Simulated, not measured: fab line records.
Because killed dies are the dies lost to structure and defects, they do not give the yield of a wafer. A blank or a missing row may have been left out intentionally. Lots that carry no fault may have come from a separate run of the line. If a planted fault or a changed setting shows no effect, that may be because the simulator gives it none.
Split-lot trial + flow n5_finfet + 21 wafers read across 7 lots, on a route 1938 steps long

ABOUT THE SPLIT
At N5_BEOL_M14_EXPOSE_07 (exposes mask V13), the setting dose_mj was moved away from the recipe's 57 on 7 of the 21 wafers read, by -2.2% to +7.3%. For the rest of the wafers, this setting stayed at what the recipe calls for.

FROM THE SPLIT TO THE READING: what the file shows between them, 10 steps
- N5_BEOL_M14_PEB_08: peb time 90 s
- N5_BEOL_M14_DEVELOP_09: develop time 45 s
- N5_BEOL_M14_HARDBAKE_14: time 120 s
- N5_BEOL_M14_CD_MEAS_10: target cd 250 nm
- N5_BEOL_M14_DESCUM_15: chemistry O2, time 7.9 s
- N5_BEOL_M14_ETCH_59: etches BARC in N2/H2, target depth 89 nm, overetch 26.7 nm, time 67.9 s
- N5_BEOL_M14_VIA_ETCH_16: etches SiO2 in C4F8/O2/Ar, target depth 1231.3 nm
- N5_BEOL_M14_STRIP_63: strips in O2
- N5_BEOL_M14_STRIP_71: strips in post etch residue remover, time 60 s
- N5_BEOL_M14_SRD_72: time 30 s, dry time 30 s

THE READING
cd_nm at N5_BEOL_M14_CD_MEAS_17, given in nm (cd target 250 nm). On this fab line, fault-free wafers typically give 250.2 nm with a standard deviation of 2.6 nm.

| wafer  | tool, chamber at the split | dose_mj as run | against the recipe | cd_nm, nm | against lot-mates on the recipe |
|--------|----------------------------|----------------|--------------------|-----------|---------------------------------|
| L076.1 | krf_scanner-02, 0          | 57             | recipe             | 252.2     | -                               |
| L076.3 | krf_scanner-02, 0          | 57             | recipe             | 248.3     | -                               |
| L076.4 | krf_scanner-02, 0          | 57             | recipe             | 250.6     | -                               |
| L086.2 | krf_scanner-02, 0          | 57             | recipe             | 248.7     | -                               |
| L086.3 | krf_scanner-02, 0          | 57             | recipe             | 252.1     | -                               |
| L086.4 | krf_scanner-02, 0          | 61.15          | +7.3%              | 255.7     | +5.3                            |
| L087.1 | krf_scanner-02, 0          | 60.61          | +6.3%              | 261.6     | +9.9                            |
| L087.2 | krf_scanner-02, 0          | 57             | recipe             | 251.7     | -                               |
| L087.6 | krf_scanner-02, 0          | 60.61          | +6.3%              | 259.9     | +8.2                            |
| L089.1 | krf_scanner-02, 0          | 57             | recipe             | 250.6     | -                               |
| L089.4 | krf_scanner-02, 0          | 55.75          | -2.2%              | 247.2     | -3.4                            |
| L089.5 | krf_scanner-02, 0          | 55.75          | -2.2%              | 246.7     | -3.9                            |
| L092.2 | krf_scanner-02, 0          | 57             | recipe             | 249.4     | -                               |
| L092.3 | krf_scanner-02, 0          | 57             | recipe             | 247.9     | -                               |
| L092.4 | krf_scanner-02, 0          | 57             | recipe             | 247.9     | -                               |
| L090.2 | krf_scanner-01, 0          | 57             | recipe             | 248.5     | -                               |
| L090.4 | krf_scanner-01, 0          | 57             | recipe             | 248.7     | -                               |
| L090.5 | krf_scanner-01, 0          | 57             | recipe             | 247.3     | -                               |
| L094.1 | krf_scanner-01, 0          | 57             | recipe             | 248.5     | -                               |
| L094.5 | krf_scanner-01, 0          | 60.71          | +6.5%              | 256.1     | +7.6                            |
| L094.6 | krf_scanner-01, 0          | 60.71          | +6.5%              | 260.9     | +12.4                           |

THE FIT
A straight line over all 21 wafers: cd_nm changes by +1.38 nm for each +1% of dose_mj; r = +0.91; the points scatter about the line by 2 nm.
The same after taking each lot's own level away (the mean of its wafers on the recipe; 21 wafers): +1.33 nm for each +1%; r = +0.93; scatter 1.7 nm.
The reading moves by 9.7 nm for the largest change in dose_mj, on that fit.
The span of the lots' own levels, 248.17 to 251.70 nm, comes to 1.4 times the standard deviation stated above.
Hence the lot-to-lot level has little effect on the slope; both slopes agree.
Check: for one of the wafers moved furthest among these (+7.3%), held out of the fit, the line's prediction against its lot-mates is +10.9 nm. It came out at +5.3 nm against them.

FURTHER SPLITS ON THESE WAFERS
Other splits were also applied to these wafers ahead of the reading. Each is held against what the fit with the lots' levels taken away leaves over:
| other split on the same wafers | wafers away from the commonest value | r with cd_nm (lot level and that fit taken away) |
|--------------------------------|--------------------------------------|--------------------------------------------------|
| N5_BEOL_M13_COAT_65 spin_rpm   | 7                                    | +0.03                                            |
| N5_BEOL_M14_COAT_58 spin_rpm   | 7                                    | +0.15                                            |

THE WHOLE CHAIN: every reading that the file lists as answering this split, in the file's order
| step                   | what it does     | reading | change (the file's fit)              | r (the file's) |
|------------------------|------------------|---------|--------------------------------------|----------------|
| N5_BEOL_M14_CD_MEAS_10 | target cd 250 nm | cd_nm   | +1.33 nm for each +1% of the setting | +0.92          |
| N5_BEOL_M14_CD_MEAS_17 | target cd 250 nm | cd_nm   | +1.21 nm for each +1% of the setting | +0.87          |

THE FILE'S OWN FIT
cd_nm changes by +1.21 nm for each +1% of dose_mj, r = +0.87.
